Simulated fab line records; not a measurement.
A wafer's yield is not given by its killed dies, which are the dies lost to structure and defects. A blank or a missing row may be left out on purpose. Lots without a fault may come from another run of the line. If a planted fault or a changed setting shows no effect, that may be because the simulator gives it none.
fab line records	flow n5_finfet
record: lots: 7	wafers: 39
route steps=1938 shown BEOL_M3@934 BEOL_M6@1194 BEOL_M8@1344 BEOL_M9@1440 MIM_BOT@1833 PASSIVATION@1915
start_h: hours from the record's first day to the start of the lot's first wafer shown	wait_h: hours since the lot's step before	" the same as in the row above	L1.1+2: one row covering several wafers at once	- no value, or no start given	* or withheld: withheld	< > ~ a bound
route shown NAME@n: NAME is a module with steps in the file, n the number in the route of the first one	usual: mean/standard deviation taken from wafers without a fault	same: alike in all rows	chamber/n: place in a boat	sites: per-site readings	_std_site: the standard deviation of these	_edge_site: inner sites' mean taken away from outer sites' mean	radius_mm: how far each site lies from the wafer's centre	mask NAME#n: copy n	behind: tool/chamber where the wafer was last shaped	hold: why the lot went on hold/how many hours it stayed there/how the hold came to an end	device: the n, p or np transistor that did not switch	end of line: at the end of the route, the tests of the same wafers	where a step has no rows: the recipe by itself	killed: not the wafer's yield, but the dies lost to structure and defects at the first sort	map: a wafer's dies, marking killed ones x, the rest . and places with no die _
set.NAME: the setting as run; set.NAME@STEP: as run at that earlier step	model.NAME: the simulator's own value behind a step, which no gauge read
lots whose settings were changed on purpose; a table a step, a row a wafer
== steps ==
step: N5_BEOL_M3_HM_DEP_02
recipe: material: TiN	target_thk_a: 200	temp_c: 25	chamber_pressure_pa: 0.49996
lot.wafer	tool	chamber	start_h	wait_h	set.target_thk_a	model.TiN_of_BEOL_M3_HM_DEP_02.thk_nm
L079.1+3+6	pvd_sputter-02	-	170.95	1.7	200	20
L079.2+4+5	"	-	"	"	200	20.4
L080.1	pvd_sputter-02	-	173.09	1.4	86.77	8.6
L080.2	"	-	"	"	200	19.8
L080.3+6	"	-	"	"	200	20.4
L080.4	"	-	"	"	86.77	8.8
L080.5	"	-	"	"	86.77	8.4
L087.1	pvd_sputter-03	-	220.83	2.0	308	31.2
L087.2	"	-	"	"	308	31
L087.3	"	-	"	"	308	30.6
L087.4+5	"	-	"	"	200	20.2
L087.6	"	-	"	"	200	20.4
L091.1+4+5	pvd_sputter-01	-	247.45	0.7	200	19.8
L091.2+6	"	-	"	"	200	20
L091.3	"	-	"	"	200	19.4
L093.2	pvd_sputter-02	-	253.88	1.1	200	19.8
L093.4+6	"	-	"	"	200	20.4
L094.1+4	pvd_sputter-01	-	262.48	1.7	200	19.8
L094.2+5	"	-	"	"	111.7	11
L094.3	"	-	"	"	200	20
L094.6	"	-	"	"	111.7	11.2
L095.1	pvd_sputter-03	-	264.05	0.6	269.1	26.8
L095.2	"	-	"	"	269.1	27.4
L095.3+4	"	-	"	"	200	20.2
L095.5	"	-	"	"	269.1	27
L095.6	"	-	"	"	200	20.4
step: N5_BEOL_M3_COAT_61
recipe: resist: SOC	temp_c: 250	time_s: 60	spin_rpm: 1500	resist_thk_nm: 60
step: N5_BEOL_M3_COAT_62
recipe: resist: SiARC	temp_c: 220	time_s: 60	spin_rpm: 1500	resist_thk_nm: 12
step: N5_BEOL_M3_STRIP_75
recipe: chemistry: N2/H2	temp_c: 40	n2_flow_sccm: 200	h2_flow_sccm: 200	rf_frequency_hz: 6e+07
step: N5_BEOL_M3_STRIP_66
recipe: chemistry: CF4	resist: SiARC	power_w: 300	bias_power_w: 75	pressure_mtorr: 50	cf4_flow_sccm: 150	rf_frequency_hz: 6e+07
step: N5_BEOL_M3_HM_OPEN_17
recipe: chemistry: Cl2/BCl3	target_depth_a: 200	overetch_a: 60	target: TiN	mask_material: SOC	ion_energy_ev: 150	pressure_mtorr: 10	icp_w: 1000	bias_w: 126	Cl2_flow_sccm: 53.25	bcl3_flow_sccm: 21.75	Ar_flow_sccm: 25
usual: oes_product_au: 0.66/0.062
lot.wafer	tool	chamber	start_h	wait_h	set.target_thk_a@BEOL_M3_HM_DEP_02	oes_product_au	model.etch.depth_nm
L079.1	rie_metal-03	1	171.71	0.0	200	0.70	20.1
L079.2	"	0	"	"	200	0.71	20.46
L079.3	"	1	"	"	200	0.70	19.98
L079.4	"	0	"	"	200	0.71	20.38
L079.5	"	1	"	"	200	0.70	20.47
L079.6	"	0	"	"	200	0.70	20.02
L080.1	rie_metal-02	1	173.98	0.0	86.77	0.36	8.612
L080.2	"	0	"	"	200	0.63	19.74
L080.3	"	0	"	"	200	0.64	20.39
L080.4	"	1	"	"	86.77	0.36	8.836
L080.5	"	0	"	"	86.77	0.42	8.498
L080.6	"	1	"	"	200	0.53	20.43
L087.1	rie_metal-03	0	221.77	0.0	308	0.79	24.58
L087.2	"	1	"	"	308	0.78	25.03
L087.3	"	0	"	"	308	0.78	24.7
L087.4	"	1	"	"	200	0.70	20.25
L087.5	"	0	"	"	200	0.69	20.28
L087.6	"	1	"	"	200	0.70	20.37
L091.1	rie_metal-01	1	248.28	0.0	200	0.63	19.79
L091.2	"	0	"	"	200	0.71	19.91
L091.3	"	0	"	"	200	0.70	19.34
L091.4	"	1	"	"	200	0.64	19.83
L091.5	"	1	"	"	200	0.64	19.71
L091.6	"	0	"	"	200	0.71	19.95
L093.2	rie_metal-03	0	254.94	0.0	200	0.67	19.77
L093.4	"	1	"	"	200	0.68	20.37
L093.6	"	1	"	"	200	0.69	20.46
L094.1	rie_metal-03	1	263.41	0.0	200	0.68	19.8
L094.2	"	0	"	"	111.7	0.51	11.07
L094.3	"	0	"	"	200	0.67	20.06
L094.4	"	1	"	"	200	0.67	19.71
L094.5	"	1	"	"	111.7	0.51	10.99
L094.6	"	0	"	"	111.7	0.51	11.13
L095.1	rie_metal-02	0	264.84	0.0	269.1	0.73	26.85
L095.2	"	0	"	"	269.1	0.74	27.14
L095.3	"	0	"	"	200	0.62	20.15
L095.4	"	0	"	"	200	0.62	20.19
L095.5	"	0	"	"	269.1	0.74	27.08
L095.6	"	0	"	"	200	0.62	20.36
step: N5_BEOL_M6_ILD_DEP_00
recipe: material: SiCOH_lowk	target_thk_a: 1797.5	temp_c: 300	precursor: DEMS/porogen	pressure_torr: 5	rf_w: 500	time_s: 33.4
lot.wafer	tool	chamber	start_h	wait_h	set.target_thk_a	model.SiCOH_lowk_of_BEOL_M6_ILD_DEP_00.thk_nm
L079.1	pecvd-02	0	203.09	0.0	2518	248.2
L079.2	"	1	"	"	1797.5	177.4
L079.3	"	0	"	"	1797.5	179.6
L079.4	"	1	"	"	2518	252
L079.5	"	0	"	"	2518	252.6
L079.6	"	1	"	"	1797.5	181.2
L080.1	pecvd-01	0	207.60	0.0	2698	265.6
L080.2	"	1	"	"	1797.5	175.6
L080.3	"	2	"	"	2698	270
L080.4	"	0	"	"	1797.5	178.4
L080.5	"	2	"	"	1797.5	182.2
L080.6	"	1	"	"	2698	271.8
L087.1	pecvd-01	2	257.02	0.0	726.4	77.8
L087.2	"	1	"	"	726.4	74
L087.3	"	0	"	"	1797.5	181.6
L087.4	"	2	"	"	1797.5	185
L087.5	"	1	"	"	1797.5	181.2
L087.6	"	0	"	"	726.4	74.4
L091.1	pecvd-04	1	278.27	0.0	1797.5	179.4
L091.2	"	0	"	"	1797.5	177.8
L091.3	"	2	"	"	1797.5	176.8
L091.4	"	2	"	"	1797.5	180.2
L091.5	"	0	"	"	1797.5	181.8
L091.6	"	1	"	"	1797.5	184.2
L093.2	pecvd-01	0	288.12	0.0	1797.5	179.2
L093.4	"	2	"	"	1797.5	183.8
L093.6	"	0	"	"	1797.5	183.4
L095.1	pecvd-01	2	297.91	0.0	1797.5	179.6
L095.2	"	1	"	"	2231	221.6
L095.3	"	0	"	"	2231	221.4
L095.4	"	2	"	"	2231	226
L095.5	"	0	"	"	1797.5	182
L095.6	"	1	"	"	1797.5	180
L094.1	pecvd-04	0	302.66	0.0	2105	207.4
L094.2	"	1	"	"	1797.5	180
L094.3	"	2	"	"	2105	208.2
L094.4	"	0	"	"	1797.5	179
L094.5	"	2	"	"	1797.5	180.4
L094.6	"	1	"	"	2105	212.4
step: N5_BEOL_M6_CURE_74
recipe: temp_c: 385	time_s: 240	ambient: He/Ar	material: SiCOH_lowk
lot.wafer	tool	chamber	start_h	wait_h	set.target_thk_a@BEOL_M6_ILD_DEP_00	model.SiCOH_lowk_of_BEOL_M6_ILD_DEP_00.thk_nm
L079.1	uv_cure-01	1	203.18	0.1	2518	215
L079.2	"	1	"	"	1797.5	153
L079.3	"	1	"	"	1797.5	154.8
L079.4	"	1	"	"	2518	218.2
L079.5	"	1	"	"	2518	218.8
L079.6	"	1	"	"	1797.5	156.4
L080.1	uv_cure-01	1	207.67	0.0	2698	230
L080.2	"	1	"	"	1797.5	151.4
L080.3	"	1	"	"	2698	234
L080.4	"	1	"	"	1797.5	153.8
L080.5	"	1	"	"	1797.5	157.2
L080.6	"	1	"	"	2698	235.6
L087.1	uv_cure-01	2	257.08	0.0	726.4	66.8
L087.2	"	2	"	"	726.4	63.4
L087.3	"	2	"	"	1797.5	156.6
L087.4	"	2	"	"	1797.5	159.6
L087.5	"	2	"	"	1797.5	156.4
L087.6	"	2	"	"	726.4	63.8
L091.1	uv_cure-01	2	278.34	0.0	1797.5	154.8
L091.2	"	2	"	"	1797.5	153.2
L091.3	"	2	"	"	1797.5	152.4
L091.4	"	2	"	"	1797.5	155.4
L091.5	"	2	"	"	1797.5	156.8
L091.6	"	2	"	"	1797.5	158.8
L093.2	uv_cure-03	1	288.26	0.1	1797.5	154.6
L093.4	"	1	"	"	1797.5	158.4
L093.6	"	1	"	"	1797.5	158.2
L095.1	uv_cure-02	1	297.98	0.0	1797.5	154.8
L095.2	"	1	"	"	2231	191.6
L095.3	"	1	"	"	2231	191.4
L095.4	"	1	"	"	2231	195.4
L095.5	"	1	"	"	1797.5	157
L095.6	"	1	"	"	1797.5	155.2
L094.1	uv_cure-01	1	302.72	0.0	2105	179.2
L094.2	"	1	"	"	1797.5	155.2
L094.3	"	1	"	"	2105	179.8
L094.4	"	1	"	"	1797.5	154.4
L094.5	"	1	"	"	1797.5	155.6
L094.6	"	1	"	"	2105	183.6
step: N5_BEOL_M6_THK_MEAS_01
recipe: reads: SiCOH_lowk_of_BEOL_M6_ILD_DEP_00
usual: M6_ILD_THK: 155.2/2.4
lot.wafer	tool	chamber	start_h	wait_h	set.target_thk_a@BEOL_M6_ILD_DEP_00	M6_ILD_THK[nm]
L079.1	film_metro-02	-	203.69	0.4	2518	214.9
L079.2	"	-	"	"	1797.5	152.9
L079.3	"	-	"	"	1797.5	154.9
L079.4	"	-	"	"	2518	218.1
L079.5	"	-	"	"	2518	218.6
L079.6	"	-	"	"	1797.5	156.3
L080.1	film_metro-02	-	208.18	0.4	2698	230.0
L080.2	"	-	"	"	1797.5	151.3
L080.3	"	-	"	"	2698	234.2
L080.4	"	-	"	"	1797.5	153.7
L080.5	"	-	"	"	1797.5	157.0
L080.6	"	-	"	"	2698	235.7
L087.1	film_metro-01	-	257.59	0.4	726.4	66.8
L087.2	"	-	"	"	726.4	63.4
L087.3	"	-	"	"	1797.5	156.6
L087.4	"	-	"	"	1797.5	159.6
L087.5	"	-	"	"	1797.5	156.3
L087.6	"	-	"	"	726.4	63.8
L091.1	film_metro-01	-	278.85	0.4	1797.5	154.8
L091.2	"	-	"	"	1797.5	153.2
L091.3	"	-	"	"	1797.5	152.3
L091.4	"	-	"	"	1797.5	155.5
L091.5	"	-	"	"	1797.5	156.8
L091.6	"	-	"	"	1797.5	158.9
L093.2	film_metro-01	-	288.71	0.4	1797.5	154.5
L093.4	"	-	"	"	1797.5	158.5
L093.6	"	-	"	"	1797.5	158.3
L095.1	film_metro-02	-	298.49	0.4	1797.5	154.8
L095.2	"	-	"	"	2231	191.4
L095.3	"	-	"	"	2231	191.3
L095.4	"	-	"	"	2231	195.4
L095.5	"	-	"	"	1797.5	156.9
L095.6	"	-	"	"	1797.5	155.2
L094.1	film_metro-02	-	303.23	0.4	2105	179.3
L094.2	"	-	"	"	1797.5	155.3
L094.3	"	-	"	"	2105	179.9
L094.4	"	-	"	"	1797.5	154.4
L094.5	"	-	"	"	1797.5	155.6
L094.6	"	-	"	"	2105	183.5
step: N5_BEOL_M8_DEVELOP_10
recipe: develop_time_s: 30	developer: TMAH	resist: CAR-ArF	rinse_liquid: diw	dry: air_spin	dev_temp_c: 23
lot.wafer	tool	chamber	start_h	wait_h	set.develop_time_s
L079.1+4+6	litho_track-05	0	-	-	45.46
L079.2+3+5	"	0	"	"	30
L080.1+2+3+4+5+6	litho_track-01	0	-	-	30
L087.1+5+6	litho_track-05	0	-	-	30
L087.2+3+4	"	0	"	"	43.98
L091.1+2+5	litho_track-02	0	-	-	41.56
L091.3+4+6	"	0	"	"	30
L093.2+4+6	litho_track-05	0	-	-	30
L095.1+2+3	litho_track-05	0	-	-	30
L095.4+5+6	"	0	"	"	22.62
L094.1+2+4	litho_track-05	0	-	-	37.53
L094.3+5+6	"	0	"	"	30
step: N5_BEOL_M8_CD_MEAS_11
recipe: target_cd_nm: 38.5	landing_energy_ev: 500	detector: se_inlens	polarity: opening
usual: cd_nm: 38.8/0.57
lot.wafer	tool	chamber	start_h	wait_h	set.develop_time_s@BEOL_M8_DEVELOP_10	cd_nm
L079.1	cd_sem-03	0	224.32	-	45.46	40.0
L079.2	"	0	"	"	30	38.8
L079.3	"	0	"	"	30	37.6
L079.4	"	0	"	"	45.46	40.5
L079.5	"	0	"	"	30	38.2
L079.6	"	0	"	"	45.46	39.7
L080.1	cd_sem-03	0	227.65	-	30	38.6
L080.2	"	0	"	"	30	38.8
L080.3	"	0	"	"	30	39.0
L080.4	"	0	"	"	30	39.4
L080.5	"	0	"	"	30	38.8
L080.6	"	0	"	"	30	38.7
L087.1	cd_sem-02	0	275.95	-	30	-
L087.2	"	0	"	"	43.98	-
L087.3	"	0	"	"	43.98	-
L087.4	"	0	"	"	43.98	40.0
L087.5	"	0	"	"	30	39.3
L087.6	"	0	"	"	30	38.4
L091.1	cd_sem-01	0	295.55	-	41.56	40.8
L091.2	"	0	"	"	41.56	41.3
L091.3	"	0	"	"	30	39.4
L091.4	"	0	"	"	30	39.5
L091.5	"	0	"	"	41.56	40.6
L091.6	"	0	"	"	30	39.7
L093.2	cd_sem-03	0	306.36	-	30	38.1
L093.4	"	0	"	"	30	39.4
L093.6	"	0	"	"	30	39.1
L095.1	cd_sem-02	0	313.92	-	30	38.7
L095.2	"	0	"	"	30	37.6
L095.3	"	0	"	"	30	37.9
L095.4	"	0	"	"	22.62	37.4
L095.5	"	0	"	"	22.62	36.8
L095.6	"	0	"	"	22.62	37.5
L094.1	cd_sem-01	0	323.42	-	37.53	40.1
L094.2	"	0	"	"	37.53	39.9
L094.3	"	0	"	"	30	38.7
L094.4	"	0	"	"	37.53	40.0
L094.5	"	0	"	"	30	38.7
L094.6	"	0	"	"	30	38.6
step: N5_BEOL_M9_ETCH_66
recipe: chemistry: N2/H2	target: SOC	target_depth_a: 800	overetch_a: 160	mask_material: SiARC	temp_c: 40	time_s: 120	ion_energy_ev: 200	pressure_mtorr: 30	source_w: 840	bias_w: 150	n2_flow_sccm: 200	h2_flow_sccm: 200
lot.wafer	tool	chamber	start_h	wait_h	set.time_s	model.etch.depth_nm	model.SiARC_of_BEOL_M9_COAT_64.thk_nm
L079.1	rie_diel-03	1	236.54	0.0	89.34	59.84	8
L079.2	"	2	"	"	89.34	59.89	7.8
L079.3	"	3	"	"	120	59.91	6.8
L079.4	"	2	"	"	120	59.71	6.4
L079.5	"	3	"	"	120	60.01	6.8
L079.6	"	1	"	"	89.34	60.03	8
L080.1	rie_diel-02	0	237.08	0.0	62.06	48.81	9.2
L080.2	"	3	"	"	120	59.86	6.8
L080.3	"	2	"	"	120	59.82	6.8
L080.4	"	1	"	"	62.06	47.82	9.4
L080.5	"	0	"	"	120	59.83	6.6
L080.6	"	3	"	"	62.06	46.52	9.4
L087.1	rie_diel-02	2	285.17	0.0	120	60.43	6.8
L087.2	"	0	"	"	141.2	60.47	5.6
L087.3	"	1	"	"	120	60.15	7
L087.4	"	2	"	"	141.2	60.06	5.8
L087.5	"	0	"	"	120	60.09	6.6
L087.6	"	1	"	"	141.2	60.22	6
L091.1	rie_diel-06	1	305.22	0.0	120	60.57	6.4
L091.2	"	2	"	"	77.66	58.69	8.8
L091.3	"	1	"	"	77.66	60.49	8.4
L091.4	"	2	"	"	120	60.49	7
L091.5	"	1	"	"	77.66	60.45	8.4
L091.6	"	2	"	"	120	60.37	7
L093.2	rie_diel-02	0	314.77	0.0	120	60.14	6.6
L093.4	"	2	"	"	120	59.75	6.8
L093.6	"	0	"	"	120	59.97	6.6
L095.1	rie_diel-06	2	326.31	0.0	76.87	59.06	8.6
L095.2	"	0	"	"	120	59.98	6
L095.3	"	3	"	"	120	59.91	6.4
L095.4	"	2	"	"	76.87	58.86	8.8
L095.5	"	0	"	"	120	59.91	6
L095.6	"	3	"	"	76.87	59.96	8.4
L094.1	rie_diel-03	2	333.83	0.0	120	60.21	6.6
L094.2	"	3	"	"	71.26	55.22	9
L094.3	"	0	"	"	71.26	55.52	9
L094.4	"	1	"	"	120	60.28	6.8
L094.5	"	0	"	"	71.26	56.09	9
L094.6	"	1	"	"	120	60.29	6.8
step: N5_MIM_BOT_SPUTTER_00
recipe: material: TiN	target_thk_a: 350	temp_c: 200	power_w: 3000	chamber_pressure_pa: 0.49996	gas: Ar	reactive_partial_pa: 0.37997	time_s: 89.7
lot.wafer	tool	chamber	start_h	wait_h	set.time_s	model.TiN_of_MIM_BOT_SPUTTER_00.thk_nm
L080.1	pvd_sputter-02	-	280.55	0.0	110.3	42.8
L080.2	"	-	"	"	110.3	43.8
L080.3	"	-	"	"	89.7	35
L080.4	"	-	"	"	110.3	42.4
L080.5	"	-	"	"	89.7	35.2
L080.6	"	-	"	"	89.7	35.6
L079.1	pvd_sputter-02	-	285.36	0.0	116.2	44.6
L079.2	"	-	"	"	89.7	35.6
L079.3	"	-	"	"	116.2	44.8
L079.4	"	-	"	"	116.2	45
L079.5	"	-	"	"	89.7	34.8
L079.6	"	-	"	"	89.7	35.4
L087.1+5	pvd_sputter-01	-	334.41	0.0	89.7	35.4
L087.2+6	"	-	"	"	89.7	35.2
L087.3	"	-	"	"	89.7	36
L087.4	"	-	"	"	89.7	35.6
L091.1	pvd_sputter-03	-	351.60	0.0	89.7	35
L091.2	"	-	"	"	46.34	18
L091.3	"	-	"	"	89.7	35.4
L091.4	"	-	"	"	46.34	18.8
L091.5	"	-	"	"	89.7	35.6
L091.6	"	-	"	"	46.34	18.2
L093.2	pvd_sputter-01	-	363.98	0.0	89.7	35.8
L093.4	"	-	"	"	89.7	35.2
L093.6	"	-	"	"	89.7	34.6
L095.1+6	pvd_sputter-03	-	372.56	0.0	141.1	55.2
L095.2	"	-	"	"	89.7	35.2
L095.3	"	-	"	"	141.1	55.6
L095.4	"	-	"	"	89.7	35
L095.5	"	-	"	"	89.7	35.4
L094.1	pvd_sputter-03	-	377.92	0.0	45.19	17.8
L094.2	"	-	"	"	45.19	18.2
L094.3	"	-	"	"	45.19	17.6
L094.4	"	-	"	"	89.7	35.4
L094.5	"	-	"	"	89.7	35.6
L094.6	"	-	"	"	89.7	35.2
step: N5_PASSIVATION_PECVD_53
recipe: material: SiO2	target_thk_a: 8000	temp_c: 400	precursor: TEOS/O2	pressure_torr: 6.5	rf_w: withheld	teos_flow_sccm: withheld	gas: O2	flow_sccm: 2650	time_s: 169.4
lot.wafer	tool	chamber	start_h	wait_h	set.time_s	model.SiO2_of_PASSIVATION_PECVD_53.thk_nm
L080.1	pecvd-03	2	288.68	0.0	231.9	1088
L080.2	"	1	"	"	169.4	798.8
L080.3	"	0	"	"	231.9	1080
L080.4	"	2	"	"	231.9	1099
L080.5	"	1	"	"	169.4	805.4
L080.6	"	0	"	"	169.4	801.8
L079.1	pecvd-01	2	293.78	0.0	110.8	522.8
L079.2	"	0	"	"	169.4	804.4
L079.3	"	1	"	"	169.4	788.8
L079.4	"	2	"	"	169.4	814.4
L079.5	"	0	"	"	110.8	539
L079.6	"	1	"	"	110.8	531.4
L087.1	pecvd-03	1	342.26	0.0	85.09	415.6
L087.2	"	2	"	"	169.4	790.4
L087.3	"	2	"	"	85.09	396.4
L087.4	"	1	"	"	169.4	808
L087.5	"	2	"	"	169.4	794.6
L087.6	"	1	"	"	85.09	415.2
L091.1	pecvd-03	0	362.02	0.0	169.4	793
L091.2	"	2	"	"	169.4	793.8
L091.3	"	2	"	"	169.4	809.8
L091.4	"	0	"	"	169.4	809.2
L091.5	"	0	"	"	169.4	810
L091.6	"	2	"	"	169.4	810.2
L093.2	pecvd-01	1	371.22	0.0	169.4	807.4
L093.4	"	1	"	"	169.4	820.6
L093.6	"	0	"	"	169.4	811.4
L095.1	pecvd-02	2	380.53	0.0	214	992
L095.2	"	1	"	"	214	979.8
L095.3	"	0	"	"	169.4	796.2
L095.4	"	2	"	"	214	1009
L095.5	"	1	"	"	169.4	783.4
L095.6	"	0	"	"	169.4	801.2
L094.1	pecvd-01	2	386.89	0.0	169.4	798.8
L094.2	"	0	"	"	132.7	628.6
L094.3	"	2	"	"	132.7	631.2
L094.4	"	0	"	"	169.4	811.4
L094.5	"	0	"	"	169.4	806.8
L094.6	"	2	"	"	132.7	641.8
== key ==
split: step: N5_BEOL_M3_HM_DEP_02	setting: target_thk_a	stated: 200	by: wafer
response: step: N5_BEOL_M3_HM_DEP_02	reading: model.TiN_of_BEOL_M3_HM_DEP_02.thk_nm	change: +0.2	per: 1%	r: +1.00
response: step: N5_BEOL_M3_HM_OPEN_17	reading: oes_product_au	change: +0.00309	per: 1%	r: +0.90
response: step: N5_BEOL_M3_HM_OPEN_17	reading: model.etch.depth_nm	change: +0.164	per: 1%	r: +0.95
split: step: N5_BEOL_M6_ILD_DEP_00	setting: target_thk_a	stated: 1797.5	by: wafer
response: step: N5_BEOL_M6_ILD_DEP_00	reading: model.SiCOH_lowk_of_BEOL_M6_ILD_DEP_00.thk_nm	change: +1.79	per: 1%	r: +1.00
response: step: N5_BEOL_M6_CURE_74	reading: model.SiCOH_lowk_of_BEOL_M6_ILD_DEP_00.thk_nm	change: +1.56	per: 1%	r: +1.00
response: step: N5_BEOL_M6_THK_MEAS_01	reading: M6_ILD_THK	change: +1.56	per: 1%	r: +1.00
split: step: N5_BEOL_M8_DEVELOP_10	setting: develop_time_s	stated: 30	by: wafer
response: step: N5_BEOL_M8_CD_MEAS_11	reading: cd_nm	change: +0.0361	per: 1%	r: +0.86
split: step: N5_BEOL_M9_ETCH_66	setting: time_s	stated: 120	by: wafer
response: step: N5_BEOL_M9_ETCH_66	reading: model.etch.depth_nm	shape: bent	at_lowest: 47.72	at_stated: 60.08	at_highest: 60.25
response: step: N5_BEOL_M9_ETCH_66	reading: model.SiARC_of_BEOL_M9_COAT_64.thk_nm	change: -0.0558	per: 1%	r: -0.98
split: step: N5_MIM_BOT_SPUTTER_00	setting: time_s	stated: 89.7	by: wafer
response: step: N5_MIM_BOT_SPUTTER_00	reading: model.TiN_of_MIM_BOT_SPUTTER_00.thk_nm	change: +0.349	per: 1%	r: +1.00
split: step: N5_PASSIVATION_PECVD_53	setting: time_s	stated: 169.4	by: wafer
response: step: N5_PASSIVATION_PECVD_53	reading: model.SiO2_of_PASSIVATION_PECVD_53.thk_nm	change: +7.79	per: 1%	r: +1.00
